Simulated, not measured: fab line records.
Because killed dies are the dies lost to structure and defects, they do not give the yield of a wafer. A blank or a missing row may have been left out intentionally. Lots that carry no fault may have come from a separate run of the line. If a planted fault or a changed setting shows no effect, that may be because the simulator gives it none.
Which tool did it? ; flow n5Finfet ; 10 lots, 29 wafers sampled, at 5 steps of a route of 1938

## WHAT THE GAUGES SHOWED, per wafer
N5_ZERO_LAYER_CD_MEAS_11: the cd target is 2000 nm.
lot;measured;on;cdNm (nm)
L526;day 1 12:38;cdSem-03;2000.2 2001.0
L527;day 1 18:40;cdSem-02;1998.5 2000.0 1999.2
L534;day 3 12:47;cdSem-02;1998.2 1998.6 2002.9
L539;day 4 18:38;cdSem-03;1998.6 1999.3 2000.3
L541;day 5 06:46;cdSem-01;2000.5 2000.0 2004.1
L543;day 5 18:40;cdSem-02;1999.6 1999.8 1998.2
L544;day 6 00:38;cdSem-02;1998.6 1998.2 1997.4
L546;day 6 12:38;cdSem-03;2005.7 2002.4 2001.3
L547;day 6 18:38;cdSem-03;1999.2 1999.7 2002.7
L548;day 7 00:38;cdSem-02;1999.0 2000.9 1998.3

N5_ZERO_LAYER_INSPECT_20: inspects for defects (darkfield).
lot;measured;on;rawDefectCount
L526;day 1 13:15;defectInspect-02;42 46
L527;day 1 19:20;defectInspect-02;92 36 81
L534;day 3 13:23;defectInspect-02;35 36 70
L539;day 4 19:18;defectInspect-02;60 54 63
L541;day 5 07:44;defectInspect-01;108 39 37
L543;day 5 19:58;defectInspect-01;45 49 29
L544;day 6 01:16;defectInspect-01;57 13 35
L546;day 6 13:16;defectInspect-02;11 42 27
L547;day 6 20:02;defectInspect-02;62 81 63
L548;day 7 01:15;defectInspect-02;37 52 25

N5_BEOL_M4_RC_MEAS_101.
lot;measured;on;DIBL_N (mV/V);DIBL_P (mV/V);IOFF_N (nA/um);IOFF_P (nA/um);ION_N (uA/um);ION_P (uA/um);RS_NWELL (ohm/sq);SS_N (mV/dec);SS_P (mV/dec);VT_N (mV);VT_P (mV)
L526;day 8 11:50;prober-01;36.2 38.1;35.7 38.2;0.16 0.20;0.21 0.25;685 693;463 468;1034 1037;72.0 72.9;73.2 74.0;248 245;-251 -246
L527;day 8 20:54;prober-02;36.8 36.7 37.8;37.8 36.2 37.1;0.15 0.15 0.17;0.27 0.24 0.25;664 649 666;466 462 466;1044 1036 1037;71.3 71.9 71.1;73.3 73.0 73.1;252 251 249;-245 -247 -244
L534;day 10 20:43;prober-01;35.6 35.7 34.7;37.6 37.9 36.8;0.16 0.16 0.14;0.21 0.22 0.20;676 674 659;466 458 459;1039 1044 1037;71.0 71.9 71.3;73.9 73.2 72.9;250 250 254;-249 -252 -252
L539;day 11 01:46;prober-01;37.2 36.7 38.8;38.2 37.3 38.7;0.17 0.16 0.20;0.24 0.22 0.25;681 685 680;473 474 455;1048 1040 1038;71.6 71.9 72.4;73.7 72.7 73.4;248 249 246;-249 -252 -249
L541;day 11 17:25;prober-01;38.2 37.9 35.0;39.2 39.5 36.4;0.21 0.21 0.15;0.25 0.25 0.21;688 679 662;465 465 457;1290 1299 1298;72.6 72.9 71.8;74.0 73.4 73.9;247 246 248;-244 -249 -252
L543;day 12 15:25;prober-02;38.5 36.6 36.5;38.4 36.3 35.3;0.20 0.16 0.15;0.23 0.20 0.18;671 654 653;458 453 446;1290 1299 1295;72.4 72.5 72.2;73.7 73.3 72.3;248 250 254;-248 -252 -254
L544;day 12 16:11;prober-01;36.1 39.8 37.8;35.9 38.9 37.5;0.16 0.24 0.20;0.25 0.30 0.28;672 697 695;468 479 473;1299 1296 1301;71.8 72.4 71.5;73.7 74.4 73.8;247 243 245;-246 -243 -244
L546;day 13 10:24;prober-02;38.9 36.9 35.1;36.3 34.8 33.3;0.19 0.15 0.13;0.25 0.23 0.20;672 674 666;465 463 462;1041 1033 1029;73.1 71.7 71.1;74.1 74.1 73.0;250 251 253;-247 -249 -250
L547;day 13 12:01;prober-01;36.6 37.0 37.5;38.6 40.2 40.7;0.18 0.19 0.20;0.22 0.25 0.27;679 675 683;459 459 468;1036 1035 1033;72.4 72.4 72.8;73.8 74.0 74.1;250 248 246;-249 -252 -247
L548;day 13 14:08;prober-01;36.7 35.1 38.2;34.9 32.2 36.6;0.18 0.14 0.19;0.25 0.20 0.27;682 667 673;472 464 466;1033 1036 1028;71.2 71.7 72.0;73.7 72.9 73.8;246 253 248;-246 -249 -245

## EACH LOT AND THE TOOL THAT RAN IT (in order: tool; ch and the chambers of the sampled wafers; start)
lot;N5_WELL_APT_DESCUM_13;N5_WELL_APT_IMPLANT_14
L526;rieDiel-03 ch 1, day 1 13:38;implanter-01 ch 0, day 1 13:46
L527;rieDiel-01 ch 0,3, day 1 19:51;implanter-02 ch 0, day 1 20:01
L534;rieDiel-05 ch 0,1, day 3 13:47;implanter-02 ch 0, day 3 13:55
L539;rieDiel-03 ch 2,3, day 4 19:55;implanter-02 ch 0, day 4 20:01
L541;rieDiel-01 ch 0,2,3, day 5 09:04;implanter-02 ch 0, day 5 09:12
L543;rieDiel-05 ch 0,1, day 5 20:29;implanter-02 ch 0, day 5 20:37
L544;rieDiel-05 ch 0,2,3, day 6 01:46;implanter-02 ch 0, day 6 01:54
L546;rieDiel-03 ch 0,1,3, day 6 13:42;implanter-01 ch 0, day 6 13:48
L547;rieDiel-03 ch 1,2,3, day 6 20:33;implanter-01 ch 0, day 6 20:39
L548;rieDiel-05 ch 0,3, day 7 01:38;implanter-01 ch 0, day 7 01:44
- N5_WELL_APT_DESCUM_13: chemistry O2, time 7.9 s.
- N5_WELL_APT_IMPLANT_14

## AS READ BY THE TOOLS THEMSELVES (means over the sampled wafers that have a number; for cases with no such wafer, the mark the record gives instead)
N5_WELL_APT_DESCUM_13.
lot;tool;chamberPressureMTorr (mTorr);drypumpMotorCurrentA (A);oesProductAu (a.u.);rfVppV (V);showerheadPlenumPTorr (Torr);throttleValvePct (%)
L526;rieDiel-03;19.999;5.7;0.95;244.6;2.13;20.09
L527;rieDiel-01;20.005;5.8;0.71;242.2;2.08;20.61
L534;rieDiel-05;19.979;5.5;0.78;244.7;2.17;20.58
L539;rieDiel-03;19.979;5.2;0.78;243.0;2.07;20.18
L541;rieDiel-01;20.020;5.7;0.69;243.0;2.07;20.73
L543;rieDiel-05;20.003;5.5;0.76;244.8;2.17;20.51
L544;rieDiel-05;20.026;5.7;0.72;243.5;2.10;20.67
L546;rieDiel-03;19.983;5.8;0.82;243.7;2.10;20.06
L547;rieDiel-03;19.998;5.4;0.82;242.3;2.08;20.12
L548;rieDiel-05;19.993;5.8;0.73;244.0;2.10;20.68

N5_WELL_APT_IMPLANT_14.
lot;tool;doseIonsCm2;faradayCurrentUA
L526;implanter-01;1.5004e+13;188
L527;implanter-02;1.4996e+13;184
L534;implanter-02;1.4989e+13;191
L539;implanter-02;1.5018e+13;189
L541;implanter-02;1.0012e+13;129
L543;implanter-02;9.9973e+12;126
L544;implanter-02;1.0023e+13;125
L546;implanter-01;1.5012e+13;187
L547;implanter-01;1.5024e+13;189
L548;implanter-01;1.4997e+13;191

## THE ANSWER, worked out from the rows above alone
Rule: the usual values come from the lots themselves. Put in order of their means at a reading, lots are off if they are a third of the lots or fewer, leave a main group of 4 or more, and stand apart from it by a gap of 3 or more times the standard deviation of the main group's means; of several such gaps the widest counts. Not used: any main group whose means are identical at the precision the tables above print for the reading. A lot without any number at a reading at which 4 lots or more have one is off too. Where the step has rows for the other lots, those lots are counted as sound. After the gauges, taken in route order, come the tools' own readings; for these a lot's mean is taken, as printed above. At the first step where some lot is off, the reading lying furthest off is the one used; lots without a number count as furthest.
Off: L541, L543, L544, at N5_BEOL_M4_RC_MEAS_101 (RS_NWELL). For the main group the mean is 1037 ohm/sq and the standard deviation 3.3.
A tool fits if, at a process step before that reading, it ran every lot that is off, and no sound lot after the first of them. Not tried: the gauges at N5_BEOL_M4_RC_MEAS_101; whatever is off there is also off at N5_WELL_APT_IMPLANT_14, on other tools, and gauge error can't account for it. One fits: implanter-02 at N5_WELL_APT_IMPLANT_14. Its last sound lot is L539 (day 4 20:01), its first lot that is off L541 (day 5 09:12): a fault that began between those two fits.
The tool's own readings at N5_WELL_APT_IMPLANT_14 bear it out: on the lots that are off they differ by more than 5 times the standard deviation of the sound lots' means. doseIonsCm2 reads 1.0011e+13 there against 1.5006e+13 on the sound lots; faradayCurrentUA reads 127 there against 188 on the sound lots.

## WHAT WAS PUT IN BY THE SIMULATOR
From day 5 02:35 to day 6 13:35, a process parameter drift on implanter-02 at N5_WELL_APT_IMPLANT_14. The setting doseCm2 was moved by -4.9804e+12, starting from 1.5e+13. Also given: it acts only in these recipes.
Struck lots among those shown: L541, L543, L544. The rule given above showed the same thing.
